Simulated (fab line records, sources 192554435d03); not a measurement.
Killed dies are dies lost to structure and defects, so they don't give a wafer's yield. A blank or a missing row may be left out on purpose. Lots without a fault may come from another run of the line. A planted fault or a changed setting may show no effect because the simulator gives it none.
One fault seen from 3 desks | flow n5_finfet | each desk has only its own numbers; what lay behind them comes last

THE TOOL OWNER'S DESK: cvd_co-01
The tool's own readings at N5_BEOL_M4_CO_CAP_55 (material Co, precursor CCTBA/H2, target thk 2 nm, time 102.1 s): means of the sampled wafers that have a number, for each lot that ran on this tool. A lot is out of limits, marked OUT, if its mean lies more than 4 standard deviations from the usual mean; the brackets give that distance.
Columns: A = heater_power_w at N5_BEOL_M4_CO_CAP_55, usual 229 W
lot  | first seen here | A
L487 | day 8 04:07     | 232
L488 | day 8 13:58     | 228
L490 | day 9 02:47     | 221
L494 | day 10 15:14    | 229
L501 | day 11 19:40    | 233
L502 | day 12 02:19    | 232
This desk's finding: nothing out of limits on any of the 6 lots.

THE METROLOGY DESK
What the gauges read, lot by lot, whatever tool the lot ran on: means of the sampled wafers that have a number. A lot is out of limits, marked OUT, if its mean lies more than 4 standard deviations from the usual mean; the brackets give that distance. Of its 11 readings 7 are shown: those that lie furthest out on some lot.
Columns: A = M4_RS at N5_BEOL_M4_RS_MEAS_58, usual 0.66 ohm/sq; B = DIBL_N at N5_BEOL_M4_RC_MEAS_101, usual 35.9 mV/V; C = DIBL_P at N5_BEOL_M4_RC_MEAS_101, usual 36.2 mV/V; D = ION_N at N5_BEOL_M4_RC_MEAS_101, usual 676 uA/um; E = ION_P at N5_BEOL_M4_RC_MEAS_101, usual 465 uA/um; F = SS_P at N5_BEOL_M4_RC_MEAS_101, usual 73.2 mV/dec; G = VT_N at N5_BEOL_M4_RC_MEAS_101, usual 250 mV
lot  | first seen here | A    | B    | C    | D   | E   | F    | G
L487 | day 8 04:18     | 0.66 | 35.1 | 36.9 | 675 | 465 | 73.4 | 251
L488 | day 8 14:09     | 0.66 | 35.1 | 34.6 | 669 | 452 | 72.4 | 251
L489 | day 8 20:40     | 0.61 | 32.1 | 33.1 | 658 | 454 | 71.9 | 255
L490 | day 9 02:58     | 0.63 | 35.9 | 35.4 | 677 | 472 | 73.6 | 249
L494 | day 10 15:25    | 0.69 | 35.2 | 37.5 | 681 | 467 | 73.3 | 250
L500 | day 11 17:10    | 0.63 | 35.7 | 35.7 | 689 | 472 | 73.8 | 246
L501 | day 11 19:49    | 0.67 | 35.2 | 35.4 | 676 | 458 | 72.5 | 252
L502 | day 12 02:31    | 0.68 | 36.2 | 35.4 | 677 | 465 | 72.9 | 248
L508 | day 13 20:36    | 0.64 | 36.7 | 36.4 | 684 | 471 | 73.4 | 248
This desk's finding: nothing out of limits on any of the 9 lots.

THE DEFECT DESK
What the inspections along the route counted, lot by lot: means of the sampled wafers that have a number. A lot is out of limits, marked OUT, if its mean lies more than 4 standard deviations from the usual mean; the brackets give that distance.
Columns: A = raw_defect_count at N5_BEOL_M4_INSPECT_59, usual 66; B = raw_defect_count at N5_BEOL_M5_INSPECT_13, usual 384; C = raw_defect_count at N5_BEOL_M5_INSPECT_30, usual 387
lot  | first seen here | A              | B   | C
L487 | day 8 04:20     | 90             | 386 | 375
L488 | day 8 14:10     | 66             | 364 | 365
L489 | day 8 20:41     | 88             | 393 | 361
L490 | day 9 02:59     | 67             | 412 | 382
L494 | day 10 15:26    | 90             | 384 | 430
L500 | day 11 17:11    | 90             | 497 | 441
L501 | day 11 19:50    | 158 (+4.6) OUT | 454 | 450
L502 | day 12 02:32    | 165 (+5.0) OUT | 553 | 535
L508 | day 13 20:37    | 83             | 324 | 340
This desk's finding: out of limits on L501, L502; first on L501, day 11 19:50 (raw_defect_count at N5_BEOL_M4_INSPECT_59). In limits: L487, L488, L489, L490, L494, L500, L508.

PUT TOGETHER
The defect desk could have raised an alarm at day 11 19:50, on L501, L502.
The tool owner's desk saw nothing out of limits.
The metrology desk saw nothing out of limits.
The tool owner's desk has L501, L502 on record, within its limits.
The metrology desk has L501, L502 on record, within its limits.
Of the lots named, all ran N5_BEOL_M4_CO_CAP_55 on cvd_co-01.

WHAT THE SIMULATOR HAD PUT IN
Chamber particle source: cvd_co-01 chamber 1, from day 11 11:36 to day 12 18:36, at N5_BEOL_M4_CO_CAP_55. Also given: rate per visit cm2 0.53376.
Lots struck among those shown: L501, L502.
Hours from the fault's start to each desk's first reading out of limits: the defect desk, 8.
